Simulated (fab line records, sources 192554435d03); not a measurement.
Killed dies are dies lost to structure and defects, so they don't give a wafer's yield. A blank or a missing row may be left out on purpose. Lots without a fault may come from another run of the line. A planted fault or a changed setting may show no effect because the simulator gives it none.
fab line records | flow n5_finfet
record lots=6 wafers=16 last_day=17
route steps=1938 shown SDB@356 BEOL_M4@1111
lots that met no fault: from a run of the same line without faults
start_h: hours from the record's first day to the start of the lot's first wafer shown | wait_h: hours since the lot's step before | " the same as in the row above | L1.1+2: a row that stands for several wafers | - no value, or no start given | * or withheld: withheld | < > ~ a bound
route shown NAME@n: a module of which the file shows steps, and the number in the route of the first | usual: mean/standard deviation of fault-free wafers | same: alike in all rows | chamber/n: place in a boat | sites: the reading at each site | _std_site: their standard deviation | _edge_site: outer sites' mean less inner sites' | radius_mm: how far each site lies from the wafer's centre | mask NAME#n: copy n | behind: the tool/chamber that last shaped the wafer | hold: why the lot was held/for how many hours/how that ended | device: the transistor (n, p or np) that didn't switch | end of line: the same wafers' tests at the end of the route | a step without rows: its recipe alone | killed: dies lost to structure and defects at the first sort, not the wafer's yield | map: a wafer's dies, x killed, . not, _ none there
set.NAME: the setting as run; set.NAME@STEP: as run at that earlier step | model.NAME: the simulator's own value behind a step, which no gauge read
lots at some steps of the route; a table a step, a row a wafer
services: from which hour (start_h, from the record's first day; less than 0 if before it) a tool's chamber was out of use, for how many hours, and why
## steps
# step N5_SDB_CD_MEAS_11
# recipe target_cd_nm=50 landing_energy_ev=500 detector=se_inlens polarity=opening
# usual cd_nm=49.6/1.3
# columns lot.wafer tool chamber start_h wait_h cd_nm
L856.1 cd_sem-03 0 66.12 - 48.9
L856.5 " 0 " " 48.4
L856.6 " 0 " " 49.7
L857.1 cd_sem-02 0 71.92 - 50.7
L857.3 " 0 " " 50.5
L857.6 " 0 " " 52.2
L868.5 cd_sem-01 0 143.72 - 49.6
L868.6 " 0 " " 49.9
L870.3 cd_sem-03 0 150.19 - 50.6
L870.6 " 0 " " 48.6
L873.1 cd_sem-01 0 169.51 - 50.1
L873.5 " 0 " " 48.9
L873.6 " 0 " " 50.2
L877.2 cd_sem-03 0 191.36 - 49.3
L877.5 " 0 " " 51.5
L877.6 " 0 " " 51.7
# step N5_SDB_OVL_MEAS_12
# recipe points_per_wafer=44
# usual SDB_OVL=0.5/0.85
# columns lot.wafer tool chamber start_h wait_h SDB_OVL[nm]
L856.1 overlay-02 0 66.15 0.0 -0.4
L856.5 " 0 " " 0.1
L856.6 " 0 " " 0.9
L857.1 overlay-02 0 71.95 0.0 0.3
L857.3 " 0 " " 1.8
L857.6 " 0 " " 2.2
L868.5 overlay-02 0 143.74 0.0 0.5
L868.6 " 0 " " -0.6
L870.3 overlay-02 0 150.22 0.0 1.2
L870.6 " 0 " " 0.9
L873.1 overlay-01 0 169.54 0.0 1.4
L873.5 " 0 " " 1.4
L873.6 " 0 " " 0.2
L877.2 overlay-02 0 191.39 0.0 0.5
L877.5 " 0 " " -0.1
L877.6 " 0 " " 0.5
# step N5_SDB_INSPECT_13
# recipe mode=adi inspect_instrument=brightfield
# usual raw_defect_count=74/29
# columns lot.wafer tool chamber start_h wait_h raw_defect_count
L856.1 defect_inspect-01 - 66.17 0.0 113
L856.5 " - " " 92
L856.6 " - " " 85
L857.1 defect_inspect-02 - 71.97 0.0 55
L857.3 " - " " 44
L857.6 " - " " 47
L868.5 defect_inspect-02 - 143.77 0.0 83
L868.6 " - " " 46
L870.3 defect_inspect-01 - 150.24 0.0 41
L870.6 " - " " 54
L873.1 defect_inspect-02 - 169.56 0.0 62
L873.5 " - " " 45
L873.6 " - " " 78
L877.2 defect_inspect-01 - 191.41 0.0 106
L877.5 " - " " 69
L877.6 " - " " 110
# step N5_SDB_DESCUM_16
# recipe chemistry=O2 time_s=7.9 source_power_w=50 bias_power_w=20 pressure_mtorr=20 rf_frequency_hz=2.712e+07 temp_c=40 resist=CAR-ArF o2_flow_sccm=225
# step N5_SDB_ETCH_17
# recipe chemistry=CF4 target=SiARC target_depth_a=234 mask_material=CAR-ArF time_s=39 ion_energy_ev=80 pressure_mtorr=40 source_w=545 bias_w=36 Ar_flow_sccm=100 cf4_flow_sccm=100 ends=cleared
# usual bias_w=36.01/0.12 chamber_pressure_mTorr=40.00/0.036 drypump_motor_current_A=5.6/0.46 etch_rf_on_time_s=38.8/0.74 oes_product_au=0.66/0.056 rf_vpp_V=184.4/1.2 showerhead_plenum_p_Torr=2.17/0.062 throttle_valve_pct=15.55/0.14
# columns lot.wafer tool chamber start_h wait_h bias_w chamber_pressure_mTorr drypump_motor_current_A etch_rf_on_time_s oes_product_au rf_hours_counter_h rf_vpp_V showerhead_plenum_p_Torr throttle_valve_pct
L856.1 rie_diel-01 2 66.26 0.0 35.97 39.98 4.8 38.6 0.65 138 183.1 2.06 15.63
L856.5 " 2 " " 35.87 39.97 4.8 38.7 0.65 - 181.8 2.06 15.65
L856.6 " 3 " " 35.95 39.97 6.2 37.3 0.82 - 185.4 2.29 15.38
L857.1 rie_diel-04 1 72.22 0.0 35.83 39.98 6.0 38.3 0.80 6 183.7 2.18 15.56
L857.3 " 0 " " 36.04 39.94 6.1 39.0 0.67 132 184.0 2.14 15.80
L857.6 " 2 " " 36.08 40.00 6.1 38.4 0.62 - 183.5 2.13 15.50
L868.5 rie_diel-04 2 143.85 0.0 35.82 40.02 6.1 39.4 0.60 - 184.1 2.12 15.55
L868.6 " 3 " " 35.79 40.07 5.9 39.3 0.62 - 186.0 2.21 15.58
L870.3 rie_diel-04 0 150.31 0.0 36.01 40.00 6.1 39.9 0.64 160 183.9 2.13 15.83
L870.6 " 3 " " 35.92 40.05 5.9 39.1 0.62 - 185.2 2.20 15.61
L873.1 rie_diel-04 3 169.63 0.0 35.87 40.03 5.9 39.0 0.62 204 185.5 2.20 15.60
L873.5 " 3 " " 36.03 40.00 5.9 39.1 0.62 - 184.2 2.20 15.63
L873.6 " 0 " " 36.15 40.07 6.1 40.0 0.63 - 184.7 2.13 15.86
L877.2 rie_diel-01 3 191.48 0.0 36.04 39.97 6.2 38.2 0.73 46 185.0 2.27 15.47
L877.5 " 3 " " 36.07 39.96 6.1 38.3 0.73 - 184.8 2.27 15.49
L877.6 " 2 " " 36.03 40.00 4.8 39.3 0.61 - 181.8 2.05 15.71
# step N5_SDB_ETCH_18
# recipe chemistry=N2/H2 target=SOC target_depth_a=1000 overetch_a=200 mask_material=SiARC temp_c=40 time_s=150 ion_energy_ev=200 pressure_mtorr=30 source_w=840 bias_w=150 n2_flow_sccm=200 h2_flow_sccm=200
# usual bias_w=150.0/0.44 chamber_pressure_mTorr=30.001/0.028 drypump_motor_current_A=5.6/0.46 oes_product_au=0.69/0.055 rf_vpp_V=524.8/2.3 showerhead_plenum_p_Torr=2.58/0.072 throttle_valve_pct=17.72/0.19
# columns lot.wafer tool chamber start_h wait_h bias_w chamber_pressure_mTorr drypump_motor_current_A oes_product_au rf_hours_counter_h rf_vpp_V showerhead_plenum_p_Torr throttle_valve_pct
L856.1 rie_diel-01 2 66.29 0.0 150.4 30.006 4.8 0.67 138 521.5 2.45 17.94
L856.5 " 2 " " 150.0 30.014 4.8 0.68 - 520.2 2.45 17.95
L856.6 " 3 " " 150.2 29.962 6.1 0.84 - 527.8 2.70 17.42
L857.1 rie_diel-04 1 72.26 0.0 150.4 30.021 6.0 0.82 6 524.9 2.61 17.83
L857.3 " 0 " " 150.1 29.986 6.1 0.70 132 524.9 2.55 17.99
L857.6 " 2 " " 150.2 29.993 6.1 0.64 - 523.0 2.52 17.58
L868.5 rie_diel-04 2 143.93 0.1 150.4 30.019 6.1 0.63 - 523.6 2.51 17.62
L868.6 " 3 " " 150.6 30.043 5.9 0.65 - 526.6 2.62 17.73
L870.3 rie_diel-04 0 150.34 0.0 149.8 29.981 6.1 0.68 160 522.9 2.53 18.03
L870.6 " 3 " " 149.4 30.041 6.0 0.65 - 526.8 2.62 17.74
L873.1 rie_diel-04 3 169.67 0.0 149.7 30.004 5.9 0.64 204 527.9 2.61 17.74
L873.5 " 3 " " 149.8 30.016 5.9 0.65 - 526.5 2.61 17.75
L873.6 " 0 " " 149.5 29.987 6.1 0.68 - 521.7 2.53 18.05
L877.2 rie_diel-01 3 191.52 0.0 149.6 29.972 6.1 0.74 46 527.5 2.68 17.49
L877.5 " 3 " " 149.1 29.952 6.2 0.75 - 527.1 2.68 17.50
L877.6 " 2 " " 149.8 29.955 4.8 0.64 - 522.2 2.44 18.01
# step N5_SDB_STRIP_19
# recipe chemistry=N2/H2 temp_c=40 n2_flow_sccm=200 h2_flow_sccm=200 rf_frequency_hz=6e+07
# step N5_SDB_STRIP_21
# recipe chemistry=CF4 resist=SiARC power_w=300 bias_power_w=75 pressure_mtorr=50 cf4_flow_sccm=150 rf_frequency_hz=6e+07
# usual chamber_pressure_mTorr=50.00/0.043 drypump_motor_current_A=5.6/0.46 oes_product_au=0.76/0.061 rf_vpp_V=271.7/1.4 showerhead_plenum_p_Torr=1.82/0.049 throttle_valve_pct=13.52/0.15
# columns lot.wafer tool chamber start_h wait_h chamber_pressure_mTorr drypump_motor_current_A oes_product_au rf_hours_counter_h rf_vpp_V showerhead_plenum_p_Torr throttle_valve_pct
L856.1 rie_diel-01 2 66.43 0.0 50.03 4.8 0.75 138 269.8 1.73 13.60
L856.5 " 2 " " 49.98 4.8 0.74 - 270.0 1.73 13.61
L856.6 " 3 " " 49.96 6.1 0.92 - 272.1 1.91 13.29
L857.1 rie_diel-04 1 72.40 0.0 49.98 6.0 0.91 6 272.5 1.81 13.44
L857.3 " 0 " " 50.06 6.1 0.78 132 272.5 1.80 13.77
L857.6 " 2 " " 49.94 6.1 0.72 - 270.7 1.78 13.53
L868.5 rie_diel-04 2 144.02 0.0 50.01 6.1 0.70 - 269.0 1.77 13.59
L868.6 " 3 " " 49.96 5.9 0.72 - 271.5 1.84 13.60
L870.3 rie_diel-04 0 150.48 0.0 49.99 6.1 0.75 160 271.3 1.79 13.84
L870.6 " 3 " " 50.01 5.9 0.73 - 271.1 1.84 13.59
L873.1 rie_diel-04 3 169.80 0.0 50.01 5.9 0.71 204 272.4 1.84 13.62
L873.5 " 3 " " 49.93 5.9 0.72 - 272.3 1.84 13.61
L873.6 " 0 " " 49.98 6.0 0.75 - 270.8 1.79 13.86
L877.2 rie_diel-01 3 191.65 0.0 50.01 6.2 0.83 46 273.4 1.90 13.39
L877.5 " 3 " " 50.03 6.1 0.83 - 272.7 1.90 13.39
L877.6 " 2 " " 49.98 4.8 0.71 - 270.6 1.72 13.70
# step N5_SDB_HM_OPEN_20
# recipe chemistry=CH3F/O2 target=SiNx mask_material=SOC target_depth_a=240 stop_on=poly-Si over_etch_frac=0.4 ion_energy_ev=120 pressure_mtorr=30 source_w=395 bias_w=73 Ar_flow_sccm=150 CH3F_flow_sccm=30 O2_flow_sccm=20
# usual bias_w=73.00/0.22 chamber_pressure_mTorr=30.000/0.026 drypump_motor_current_A=5.6/0.46 oes_product_au=0.63/0.052 rf_vpp_V=296/5.3 showerhead_plenum_p_Torr=2.03/0.062 throttle_valve_pct=16.28/0.14
# columns lot.wafer tool chamber start_h wait_h bias_w chamber_pressure_mTorr drypump_motor_current_A oes_product_au rf_hours_counter_h rf_vpp_V showerhead_plenum_p_Torr throttle_valve_pct
L856.1 rie_diel-01 2 66.45 0.0 73.04 30.029 4.8 0.61 138 303 1.93 16.39
L856.5 " 2 " " 73.25 29.965 4.8 0.61 - 305 1.93 16.39
L856.6 " 3 " " 72.55 30.003 6.2 0.77 - 290 2.15 16.13
L857.1 rie_diel-04 1 72.42 0.0 72.91 29.974 6.0 0.76 6 303 2.06 16.43
L857.3 " 0 " " 72.84 30.004 6.1 0.65 132 294 2.00 16.49
L857.6 " 2 " " 72.67 29.932 6.1 0.59 - 304 1.99 16.23
L868.5 rie_diel-04 2 144.06 0.0 73.19 30.024 6.0 0.58 - 302 1.98 16.29
L868.6 " 3 " " 72.99 29.975 5.9 0.61 - 300 2.07 16.33
L870.3 rie_diel-04 0 150.50 0.0 72.87 29.999 6.1 0.63 160 294 1.99 16.56
L870.6 " 3 " " 73.12 30.031 5.9 0.61 - 299 2.07 16.35
L873.1 rie_diel-04 3 169.82 0.0 72.99 30.038 5.9 0.58 204 298 2.07 16.36
L873.5 " 3 " " 73.17 30.028 5.9 0.59 - 299 2.07 16.35
L873.6 " 0 " " 72.64 29.978 6.1 0.62 - 296 1.99 16.58
L877.2 rie_diel-01 3 191.67 0.0 73.07 30.025 6.1 0.68 46 290 2.13 16.21
L877.5 " 3 " " 73.24 29.999 6.2 0.69 - 288 2.13 16.22
L877.6 " 2 " " 73.16 29.985 4.8 0.59 - 304 1.91 16.46
# step N5_SDB_STRIP_22
# recipe chemistry=N2/H2 power_w=1000 temp_c=250 h2_frac=0.65 overash_fraction=0.3 pressure_mtorr=withheld n2_flow_sccm=1750 h2_flow_sccm=3250
# step N5_SDB_PRECLEAN_23
# recipe chemistry=dHF time_s=30 temp_c=25 dilution=withheld
# step N5_SDB_DUMMY_REMOVE_24
# recipe chemistry=TMAH temp_c=70 target=poly-Si stop_on=SiO2 target_depth_nm=142 conc_wt_pct=5 time_s=57 dry=ipa_marangoni rinse_time_s=30 rinse_temp_c=23
# step N5_SDB_ETCH_25
# recipe chemistry=C4F6/O2 target=SiO2 target_depth_a=100 time_s=3.3 ion_energy_ev=250 mask_material=SiNx pressure_mtorr=30 source_w=345 bias_w=185 Ar_flow_sccm=300 C4F6_flow_sccm=10 O2_flow_sccm=10
# usual bias_w=184.9/0.56 chamber_pressure_mTorr=30.00/0.031 drypump_motor_current_A=5.6/0.46 oes_product_au=0.77/0.063 rf_vpp_V=663/13 showerhead_plenum_p_Torr=2.89/0.084 throttle_valve_pct=21.10/0.17
# columns lot.wafer tool chamber start_h wait_h bias_w chamber_pressure_mTorr drypump_motor_current_A oes_product_au rf_hours_counter_h rf_vpp_V showerhead_plenum_p_Torr throttle_valve_pct model.etch.depth_nm
L856.1 rie_diel-01 3 66.77 0.0 184.5 30.01 6.1 0.94 3 647 3.05 21.04 10.1
L856.5 " 2 " " 183.8 30.05 4.8 0.76 - 681 2.75 21.23 10.21
L856.6 " 3 " " 184.8 30.04 6.2 0.93 - 647 3.05 21.06 10.06
L857.1 rie_diel-03 3 72.72 0.0 184.7 29.98 5.9 0.69 212 643 2.94 21.16 9.899
L857.3 " 2 " " 185.6 29.96 5.2 0.80 132 659 2.85 20.95 10.17
L857.6 " 3 " " 184.3 30.05 5.9 0.69 - 642 2.94 21.14 9.893
L868.5 rie_diel-01 1 144.36 0.1 183.8 30.02 5.1 0.70 - 663 2.94 21.19 9.918
L868.6 " 2 " " 185.1 29.97 4.7 0.73 - 679 2.73 21.27 8.707
L870.3 rie_diel-01 0 151.46 0.7 185.4 29.95 5.8 0.76 150 647 2.85 21.03 8.632
L870.6 " 3 " " 185.8 30.01 6.2 0.85 - 646 3.04 21.08 8.624
L873.1 rie_diel-04 2 170.12 0.0 185.3 30.02 6.1 0.69 238 679 2.81 21.07 9.957
L873.5 " 1 " " 184.7 30.02 6.0 0.86 - 678 2.92 21.40 10.01
L873.6 " 2 " " 185.6 29.99 6.1 0.70 - 679 2.81 21.06 9.958
L877.2 rie_diel-04 3 192.20 0.2 183.9 29.95 5.9 0.72 211 669 2.93 21.15 9.972
L877.5 " 2 " " 185.6 30.06 6.1 0.70 - 678 2.81 21.06 9.947
L877.6 " 1 " " 184.7 29.99 6.0 0.85 - 676 2.91 21.42 10.07
# step N5_SDB_CUT_ETCH_26
# recipe chemistry=HBr/Cl2/O2 target=Si target_depth_a=1296 bt_time_s=20 mask_material=SiNx time_s=51.8 ion_energy_ev=* bias_w=* pressure_mtorr=10 icp_w=800 HBr_flow_sccm=150 Cl2_flow_sccm=80 O2_flow_sccm=12
# usual HBr_flow_sccm=150.0/0.44 bias_w=* chamber_pressure_mTorr=9.999/0.0093 drypump_motor_current_A=6.1/0.51 oes_product_au=1.006/0.0097 throttle_valve_pct=37.3/0.34
# columns lot.wafer tool chamber start_h wait_h HBr_flow_sccm bias_w chamber_pressure_mTorr drypump_motor_current_A oes_product_au rf_hours_counter_h throttle_valve_pct
L856.1 rie_si-01 1 66.86 0.1 150.5 * 10.015 5.8 1.006 51 36.9
L856.5 " 3 " " 150.3 * 9.999 6.3 1.002 - 37.2
L856.6 " 0 " " 149.7 * 10.013 6.2 1.013 - 37.4
L857.1 rie_si-02 2 72.81 0.1 149.7 * 10.001 6.7 1.000 106 36.8
L857.3 " 3 " " 150.0 * 10.006 5.9 0.994 89 37.2
L857.6 " 0 " " 149.4 * 10.010 6.4 1.010 - 37.9
L868.5 rie_si-02 0 144.46 0.1 149.8 * 9.988 6.4 1.011 - 37.9
L868.6 " 1 " " 149.5 * 9.991 6.8 1.004 - 37.6
L870.3 rie_si-02 3 151.54 0.1 149.7 * 10.016 5.9 1.003 91 37.2
L870.6 " 3 " " 150.8 * 10.001 5.9 1.004 - 37.2
L873.1 rie_si-02 1 170.21 0.1 150.5 * 10.009 6.8 1.000 55 37.6
L873.5 " 2 " " 150.3 * 10.002 6.7 1.008 - 36.8
L873.6 " 1 " " 150.6 * 9.991 6.8 0.999 - 37.6
L877.2 rie_si-03 3 192.29 0.1 149.7 * 9.992 5.3 1.035 8 37.3
L877.5 " 1 " " 149.7 * 10.011 5.7 1.012 - 37.0
L877.6 " 0 " " 150.7 * 9.996 4.6 0.995 - 37.1
# step N5_BEOL_M4_RC_MEAS_101
# usual DIBL_N=36.2/1.7 DIBL_P=36.2/2.2 IOFF_N=0.16/0.035 IOFF_P=0.21/0.042 ION_N=673/13 ION_P=462/7.9 SS_N=71.4/0.59 SS_P=73.2/0.7 VT_N=250/3.6 VT_P=-251/3.5
# columns lot.wafer tool chamber start_h wait_h DIBL_N[mV/V] DIBL_P[mV/V] IOFF_N[nA/um] IOFF_P[nA/um] ION_N[uA/um] ION_P[uA/um] SS_N[mV/dec] SS_P[mV/dec] VT_N[mV] VT_P[mV]
L856.1 prober-01 0 158.65 0.0 36.4 35.4 0.14 0.18 672 459 71.2 72.6 251 -251
L856.5 " 0 " " 36.3 35.1 0.14 0.17 670 456 71.6 73.0 255 -254
L856.6 " 0 " " 37.9 37.1 0.17 0.20 686 462 72.6 74.0 250 -250
L857.1 prober-01 0 167.06 0.0 37.0 38.0 0.16 0.21 678 460 72.1 73.3 249 -251
L857.3 " 0 " " 36.5 37.9 0.16 0.22 684 464 71.8 73.3 245 -250
L857.6 " 0 " " 37.1 38.4 0.18 0.22 682 462 71.1 72.3 248 -251
L868.5 prober-02 0 244.73 0.6 36.0 36.5 0.13 0.18 668 458 70.6 74.5 250 -254
L868.6 " 0 " " 36.7 36.5 0.15 0.19 678 465 71.2 73.4 253 -253
L870.3 prober-01 0 245.22 0.3 35.2 36.0 0.14 0.21 666 472 71.5 72.7 253 -250
L870.6 " 0 " " 36.5 37.8 0.15 0.24 677 471 71.5 73.4 250 -246
L873.1 prober-02 0 276.94 0.0 35.1 35.7 0.15 0.21 662 457 71.4 72.8 250 -249
L873.5 " 0 " " 34.8 35.5 0.15 0.21 669 461 71.2 72.5 249 -251
L873.6 " 0 " " 37.0 37.2 0.18 0.24 681 465 71.5 73.2 247 -249
L877.2 prober-01 0 302.35 0.2 37.6 36.4 0.15 0.23 666 464 71.0 72.8 252 -248
L877.5 " 0 " " 36.7 34.8 0.15 0.21 678 466 71.3 72.7 248 -251
L877.6 " 0 " " 36.3 34.9 0.13 0.20 673 466 71.0 73.6 252 -249
## services
# columns tool chamber start_h hours kind
rie_diel-01 3 43.78 - clean
rie_diel-01 3 43.78 - consumable_replace:focus_ring
rie_diel-01 3 43.78 - consumable_replace:showerhead
rie_diel-01 3 43.78 15.0 scheduled_down
rie_diel-01 3 43.78 15.0 vent_cycle
rie_diel-01 0 51.63 3.6 repair
rie_si-01 2 65.39 1.7 repair
rie_si-01 - 71.67 2.8 pm
rie_si-03 - 89.44 14.6 pm
rie_diel-01 0 112.49 8.4 repair
rie_si-03 - 117.25 2.8 pm
rie_si-03 - 125.66 0.3 repair
rie_si-01 2 127.83 8.9 repair
rie_si-02 2 148.44 4.2 repair
rie_diel-03 - 150.21 4.3 pm
rie_diel-04 1 161.52 5.3 repair
rie_diel-03 3 180.27 - clean
rie_diel-03 3 180.27 - consumable_replace:focus_ring
rie_diel-03 3 180.27 28.1 scheduled_down
rie_diel-03 3 180.27 28.1 vent_cycle
rie_si-03 2 183.38 4.5 repair
rie_diel-01 3 191.98 14.3 repair
## key
first_sign none at tools or gauges
model_effect step=N5_SDB_ETCH_25 value=etch.depth_nm without=9.983 struck=8.654
met_at N5_SDB_ETCH_25
struck_wafers L868.6,L870.3,L870.6
onset_between 66.77 144.36
fault kind=process_parameter_drift tool=rie_diel-01 chamber=- onset_h=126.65 steps=N5_SDB_ETCH_25 channel=time_s offset=* shape=step end_h=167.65 scope=struck_wafers_only acts_in=* stated=*
